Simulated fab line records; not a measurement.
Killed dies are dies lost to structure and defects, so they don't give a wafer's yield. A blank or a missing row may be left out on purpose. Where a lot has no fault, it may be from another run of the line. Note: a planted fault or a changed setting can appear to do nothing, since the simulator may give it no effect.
Which of the tools did it? | flow n5Finfet | Sampling: 9 lots, 27 wafers, 6 of 1938 route steps

## WHAT THE GAUGES READ, wafer by wafer
N5_BEOL_M9_INSPECT_58: inspects for defects (darkfield). Usual: rawDefectCount reads 62 (standard deviation 19).
lot  | measured     | on               | rawDefectCount | flag
L326 | day 11 04:28 | defectInspect-01 | 56 46 41       | 
L327 | day 12 06:48 | defectInspect-02 | 58 57 60       | 
L330 | day 12 07:20 | defectInspect-01 | 60 41 84       | 
L332 | day 12 15:49 | defectInspect-01 | 46 54 59       | 
L334 | day 13 22:10 | defectInspect-01 | 67 74 47       | 
L337 | day 14 20:10 | defectInspect-01 | 36 65 57       | 
L339 | day 15 22:02 | defectInspect-02 | 63 67 36       | 
L345 | day 17 00:40 | defectInspect-01 | 1229 75 67     | OFF
L344 | day 17 12:04 | defectInspect-01 | 63 1212 1261   | OFF

N5_BEOL_M10_INSPECT_13: inspects for defects (brightfield). Usual: rawDefectCount reads 371 (standard deviation 75).
lot  | measured     | on               | rawDefectCount | flag
L326 | day 11 07:34 | defectInspect-01 | 367 352 355    | 
L327 | day 12 09:46 | defectInspect-02 | 418 489 470    | 
L330 | day 12 09:58 | defectInspect-01 | 597 311 484    | 
L332 | day 12 19:10 | defectInspect-02 | 550 402 482    | 
L334 | day 14 00:11 | defectInspect-01 | 389 406 334    | 
L337 | day 14 22:07 | defectInspect-01 | 310 272 301    | 
L339 | day 15 23:35 | defectInspect-02 | 325 319 281    | 
L345 | day 17 04:05 | defectInspect-02 | 1529 345 300   | OFF
L344 | day 17 15:01 | defectInspect-01 | 378 1648 1587  | OFF

## TOOL THAT RAN EACH LOT (tool first, then ch and the chambers of the sampled wafers, then the start)
lot  | N5_BEOL_M9_STRIP_36               | N5_BEOL_M9_TRENCH_ETCH_37                    | N5_BEOL_M9_ETCH_41                           | N5_BEOL_M9_PRE_CLEAN_55
L326 | rieDiel-04 ch 0,2,3, day 11 00:43 | rieDiel-04 ch 0,2,3, day 11 04:21 or earlier | rieDiel-04 ch 0,2,3, day 11 04:21 or earlier | pecvd-02 ch 0,2, day 11 04:21
L327 | rieDiel-02 ch 0,1, day 12 04:23   | rieDiel-02 ch 0,1, day 12 06:40 or earlier   | rieDiel-02 ch 0,1, day 12 06:40 or earlier   | pecvd-01 ch 0,2, day 12 06:40
L330 | rieDiel-02 ch 0,1, day 12 04:49   | rieDiel-02 ch 0,1, day 12 07:13 or earlier   | rieDiel-02 ch 0,1, day 12 07:13 or earlier   | pecvd-02 ch 1,2, day 12 07:13
L332 | rieDiel-01 ch 0,1,2, day 12 13:18 | rieDiel-01 ch 0,1,2, day 12 15:39 or earlier | rieDiel-01 ch 0,1,2, day 12 15:39 or earlier | pecvd-01 ch 0,2, day 12 15:39
L334 | rieDiel-04 ch 0,1,2, day 13 18:17 | rieDiel-04 ch 0,1,2, day 13 22:02 or earlier | rieDiel-04 ch 0,1,2, day 13 22:02 or earlier | pecvd-02 ch 0,1, day 13 22:02
L337 | rieDiel-04 ch 0,2,3, day 14 15:56 | rieDiel-04 ch 0,2,3, day 14 20:03 or earlier | rieDiel-04 ch 0,2,3, day 14 20:03 or earlier | pecvd-04 ch 0,2, day 14 20:03
L339 | rieDiel-02 ch 0,2, day 15 17:04   | rieDiel-02 ch 0,2, day 15 21:55 or earlier   | rieDiel-02 ch 0,2, day 15 21:55 or earlier   | pecvd-02 ch 1,2, day 15 21:55
L345 | rieDiel-02 ch 2,3, day 16 21:04   | rieDiel-02 ch 2,3, day 17 00:32 or earlier   | rieDiel-02 ch 2,3, day 17 00:32 or earlier   | pecvd-01 ch 0,2, day 17 00:32
L344 | rieDiel-04 ch 0,2,3, day 17 07:46 | rieDiel-04 ch 0,2,3, day 17 11:57 or earlier | rieDiel-04 ch 0,2,3, day 17 11:57 or earlier | pecvd-01 ch 0,2, day 17 11:57
- N5_BEOL_M9_STRIP_36: strips in N2/H2.
- N5_BEOL_M9_TRENCH_ETCH_37: etches SiCOH lowk in C4F6/O2, target depth 151.43 nm, time 49 s.
- N5_BEOL_M9_ETCH_41: etches SiCN in CH3F/O2, target depth 36.6 nm, time 70.1 s.
- N5_BEOL_M9_PRE_CLEAN_55: time 15 s.

## AS READ BY THE TOOLS THEMSELVES (means over the sampled wafers that have a number; for cases with no such wafer, the mark the record gives instead)
N5_BEOL_M9_STRIP_36. Usual: chamberPressureMTorr 20.00 mTorr, standard deviation 0.031; drypumpMotorCurrentA 5.5 A, standard deviation 0.47; oesProductAu 0.80 a.u., standard deviation 0.096; rfVppV 59.4 V, standard deviation 1.7; showerheadPlenumPTorr 2.61 Torr, standard deviation 0.062; throttleValvePct 23.7 %, standard deviation 0.32.
lot  | tool       | chamberPressureMTorr (mTorr) | drypumpMotorCurrentA (A) | oesProductAu (a.u.) | rfVppV (V) | showerheadPlenumPTorr (Torr) | throttleValvePct (%) | flag
L326 | rieDiel-04 | 20.01                        | 5.8                      | 0.80                | 60.5       | 2.55                         | 23.7                 | 
L327 | rieDiel-02 | 20.01                        | 5.1                      | 0.70                | 57.9       | 2.63                         | 23.7                 | 
L330 | rieDiel-02 | 19.99                        | 5.1                      | 0.71                | 59.0       | 2.63                         | 23.6                 | 
L332 | rieDiel-01 | 19.96                        | 5.4                      | 0.80                | 59.1       | 2.59                         | 23.7                 | 
L334 | rieDiel-04 | 20.04                        | 5.9                      | 0.84                | 61.3       | 2.60                         | 23.6                 | 
L337 | rieDiel-04 | 20.00                        | 5.8                      | 0.77                | 58.6       | 2.54                         | 23.7                 | 
L339 | rieDiel-02 | 20.01                        | 4.9                      | 0.75                | 59.9       | 2.64                         | 24.2                 | 
L345 | rieDiel-02 | 19.97                        | 5.3                      | 0.77                | 59.7       | 2.66                         | 23.7                 | 
L344 | rieDiel-04 | 20.02                        | 5.8                      | 0.86                | 60.2       | 2.53                         | 23.6                 | 

N5_BEOL_M9_TRENCH_ETCH_37. Usual: C4F6_flow_sccm 10.00 sccm, standard deviation 0.032; chamberPressureMTorr 30.001 mTorr, standard deviation 0.028; drypumpMotorCurrentA 5.5 A, standard deviation 0.47; oesProductAu 0.80 a.u., standard deviation 0.095; rfVppV 668 V, standard deviation 6.1; showerheadPlenumPTorr 2.92 Torr, standard deviation 0.065; throttleValvePct 20.93 %, standard deviation 0.22.
lot  | tool       | C4F6_flow_sccm (sccm) | chamberPressureMTorr (mTorr) | drypumpMotorCurrentA (A) | oesProductAu (a.u.) | rfVppV (V) | showerheadPlenumPTorr (Torr) | throttleValvePct (%) | flag
L326 | rieDiel-04 | 9.98                  | 29.984                       | 5.8                      | 0.80                | 669        | 2.86                         | 20.91                | 
L327 | rieDiel-02 | 10.01                 | 29.986                       | 5.0                      | 0.69                | 668        | 2.93                         | 20.97                | 
L330 | rieDiel-02 | 10.00                 | 30.001                       | 5.1                      | 0.71                | 665        | 2.95                         | 20.87                | 
L332 | rieDiel-01 | 9.99                  | 30.022                       | 5.4                      | 0.81                | 666        | 2.90                         | 20.89                | 
L334 | rieDiel-04 | 9.98                  | 30.026                       | 5.9                      | 0.84                | 673        | 2.91                         | 20.90                | 
L337 | rieDiel-04 | 9.99                  | 29.989                       | 5.8                      | 0.77                | 669        | 2.84                         | 20.95                | 
L339 | rieDiel-02 | 10.01                 | 30.021                       | 4.9                      | 0.75                | 668        | 2.96                         | 21.33                | 
L345 | rieDiel-02 | 10.02                 | 29.998                       | 5.3                      | 0.77                | 668        | 2.97                         | 21.00                | 
L344 | rieDiel-04 | 10.04                 | 29.991                       | 5.8                      | 0.85                | 668        | 2.84                         | 20.86                | 

N5_BEOL_M9_ETCH_41. Usual: chamberPressureMTorr 30.003 mTorr, standard deviation 0.027; drypumpMotorCurrentA 5.4 A, standard deviation 0.47; oesProductAu 0.80 a.u., standard deviation 0.096; rfVppV 298.5 V, standard deviation 1.2; showerheadPlenumPTorr 2.06 Torr, standard deviation 0.048; throttleValvePct 16.31 %, standard deviation 0.21.
lot  | tool       | chamberPressureMTorr (mTorr) | drypumpMotorCurrentA (A) | oesProductAu (a.u.) | rfVppV (V) | showerheadPlenumPTorr (Torr) | throttleValvePct (%) | flag
L326 | rieDiel-04 | 30.001                       | 5.8                      | 0.81                | 296.9      | 2.01                         | 16.30                | 
L327 | rieDiel-02 | 30.019                       | 5.1                      | 0.69                | 298.8      | 2.07                         | 16.40                | 
L330 | rieDiel-02 | 30.002                       | 5.1                      | 0.71                | 298.4      | 2.07                         | 16.29                | 
L332 | rieDiel-01 | 29.996                       | 5.4                      | 0.82                | 298.5      | 2.04                         | 16.29                | 
L334 | rieDiel-04 | 30.003                       | 5.9                      | 0.84                | 298.5      | 2.05                         | 16.27                | 
L337 | rieDiel-04 | 30.002                       | 5.7                      | 0.77                | 297.0      | 2.00                         | 16.36                | 
L339 | rieDiel-02 | 30.003                       | 4.9                      | 0.74                | 299.3      | 2.08                         | 16.70                | 
L345 | rieDiel-02 | 30.022                       | 5.3                      | 0.77                | 299.0      | 2.09                         | 16.38                | 
L344 | rieDiel-04 | 30.040                       | 5.7                      | 0.85                | 297.2      | 1.99                         | 16.23                | 

## THE ANSWER, worked out from the rows above alone
Rule: lot off if the mean of its wafers having a number is beyond 3 standard deviations from the usual mean. A lot without any number at a reading at which 4 lots or more have one is off too. Any other lot the step has rows for is counted as sound. After the gauges, taken in route order, come the tools' own readings; for these a lot's mean is taken, as printed above. At the first step where some lot is off, the reading lying furthest off is the one used; lots without a number count as furthest.
Off: L345, L344 (N5_BEOL_M9_INSPECT_58, rawDefectCount).
A tool fits if, at a process step before that reading, it ran every lot that is off, and no sound lot after the first of them. The gauges at N5_BEOL_M9_INSPECT_58 are tried like those tools. N5_BEOL_M9_TRENCH_ETCH_37 gives no start for some lots, so the hours and the order of its lots are those of N5_BEOL_M9_PRE_CLEAN_55. N5_BEOL_M9_ETCH_41 gives no start for some lots, so the hours and the order of its lots are those of N5_BEOL_M9_PRE_CLEAN_55. Undecided on this evidence; 2 tools fit (pecvd-01 at N5_BEOL_M9_PRE_CLEAN_55, defectInspect-01 at N5_BEOL_M9_INSPECT_58).

## WHAT HAD BEEN PUT IN BY THE SIMULATOR
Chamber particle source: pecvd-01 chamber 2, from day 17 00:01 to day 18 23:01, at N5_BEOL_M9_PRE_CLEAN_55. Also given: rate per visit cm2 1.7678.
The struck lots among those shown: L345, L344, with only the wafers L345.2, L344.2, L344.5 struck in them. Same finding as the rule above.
